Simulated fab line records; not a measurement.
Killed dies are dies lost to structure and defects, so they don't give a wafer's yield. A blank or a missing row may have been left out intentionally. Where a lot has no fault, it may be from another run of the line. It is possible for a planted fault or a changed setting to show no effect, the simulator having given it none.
A struck lot beside a sound one ; flow n5-finfet ; 16 steps out of a route of 1938
Sound: wafers L790.2, L790.4, L790.6. Struck: wafer L800.3. (L800.5, L800.6 of the same lot were not struck and are left out.) The cause comes at the end.
Per side, at each step with rows, come the tool, then ch with its chambers, and then its first start. Under that, the readings that differ: sound wafers ; struck wafers ; difference of the means ; sigmas: that difference in standard deviations of wafers without a fault.
alike: readings with means less than 2 such deviations apart, plus words and numbers identical on both sides. not compared: withheld readings, readings lacking a value on some wafer, bounds such as >300 that could conceal the same value, and numbers that have no deviation in the record and whose values overlap.
Wherever a step has rows on one side only, a row that says differs or no value, or a row with sigmas, the two part there. When numbers do not overlap yet have no deviation, they are printed without sigmas and do not part them. Lack of a reading on every wafer of one side parts them only where that side has two or more wafers.

first, 3 steps without rows for these wafers: N5_FIN_SAQP_PRECLEAN_00 (cleans in SC1, time 60 s); N5_FIN_SAQP_PRECLEAN_44 (cleans in SC2, time 45 s); N5_FIN_SAQP_SRD_01 (time 30 s).
N5_FIN_SAQP_ALD_61: deposits SiO2, target thk 4 nm, pulse time 1 s, purge time 2 s.
  sound on ald-sin-02 ch 1,2, day 1 21:17; struck on ald-sin-01 ch 1, day 4 08:46
reading;sound;struck;difference;sigmas
precursor-pulse-height-rel;0.974 0.991 0.977;1.022;+0.041;+2
  alike: chamber-pressure-Torr, heater-power-w
N5_FIN_SAQP_DENSIFY_62: time 60 s.
  sound on rtp-anneal-02 ch 0, day 1 21:40; struck on rtp-anneal-01 ch 0, day 4 09:02
reading;sound;struck;difference;sigmas
lamp_zone_7_pct (%);10.269 10.280 10.282;10.246;-0.031;-3
  alike: lamp-power-pct, wafer_temp_C_max
N5_FIN_SAQP_HM_DEP_03: deposits SiNx from SiH4/NH3/N2, target thk 38 nm, time 33.6 s.
  sound on pecvd-04 ch 0,1,2, day 1 21:52; struck on pecvd-03 ch 2, day 4 09:12
reading;sound;struck;difference;sigmas
chamber-pressure-Torr (Torr);1.500 1.501 1.495;1.489;-0.010;-3
  alike: heater-power-w, showerhead-plenum-p-Torr, throttle-valve-pct
N5_FIN_SAQP_THK_MEAS_05:
  sound on film-metro-01, day 1 21:56; struck on film-metro-01, day 4 09:17
reading;sound;struck;difference;sigmas
thk-nm (nm);37.7 38.2 39.0;37.0;-1.3;-2
then, 2 steps without rows for these wafers: N5_FIN_SAQP_PECVD_47 (deposits a-Si from SiH4/He, target thk 45 nm, time 36.3 s); N5_FIN_SAQP_PECVD_48 (deposits SiNx from SiH4/NH3/N2, target thk 25 nm, time 22.1 s).
N5_FIN_SAQP_PECVD_06: deposits a-Si from SiH4/He, target thk 60 nm, time 48.1 s.
  sound on pecvd-04 ch 0,1,2, day 1 22:04; struck on pecvd-04 ch 1, day 4 09:25
  alike: chamber-pressure-Torr, heater-power-w, showerhead-plenum-p-Torr, throttle-valve-pct
N5_FIN_SAQP_THK_MEAS_07:
  sound on film-metro-02, day 1 22:09; struck on film-metro-01, day 4 09:47
  alike: thk-nm
N5_FIN_SAQP_HM_DEP_72: deposits SiO2 from SiH4/N2O, target thk 12 nm, time 7.2 s.
  sound on pecvd-04 ch 0,1,2, day 1 22:11; struck on pecvd-04 ch 0, day 4 09:49
  alike: chamber-pressure-Torr, heater-power-w, showerhead-plenum-p-Torr
N5_FIN_SAQP_COAT_49: time 60 s, resist thk 100 nm.
  sound on litho-track-04 ch 0, day 1 22:16; struck on litho-track-03 ch 0, day 4 09:54
reading;sound;struck;difference;sigmas
heater-power-total-W (W);498.0 500.0 502.6;566.2;+66.0;+39
run-length-s (s);66.14 66.09 66.16;54.88;-11.25;-62
then, 1 step without rows for these wafers: N5_FIN_SAQP_COAT_50 (time 60 s, resist thk 35 nm).
-- a jump in the record: the struck wafers' starts before and after are 6 days apart (it breaks off in module FIN_SAQP and resumes in module BEOL_M4, where the first step shown is number 1111 of the route) --
N5_BEOL_M4_RC_MEAS_101:
  sound on prober-02 ch 0, day 7 18:35; struck on prober-01 ch 0, day 9 22:35
reading;sound;struck;difference;sigmas
VT_P (mV);-248 -248 -249;-255;-7;-2
  alike: DIBL_N, DIBL_P, IOFF_N, IOFF_P, ION_N, ION_P, SS_N, SS_P, VT_N
-- here the record skips 3 days between the struck wafers' starts before and after, leaving off in module BEOL_M4 and picking up in module PASSIVATION (first step shown: number 1936 of the route) --
N5_PASSIVATION_PROBE_49:
  sound on prober-01, day 11 09:53; struck on prober-02, day 13 08:20
  alike: defect-limited-yield, killed_at_M0_to_M3, killed_at_M4_up, killed-at-contacts, killed-at-front-end, killed-at-other, killed-dies, killed-open, killed-short, sort_bin_5_function, sort_bin_6_memory, sort-n-pass, sort-yield-pct

== WHERE THEY PART ==
At N5_FIN_SAQP_ALD_61 first; at N5_BEOL_M4_RC_MEAS_101 last (within this record only). Later steps at which nothing parts them and some readings are alike: N5_PASSIVATION_PROBE_49.

WHY: what had been put in by the simulator
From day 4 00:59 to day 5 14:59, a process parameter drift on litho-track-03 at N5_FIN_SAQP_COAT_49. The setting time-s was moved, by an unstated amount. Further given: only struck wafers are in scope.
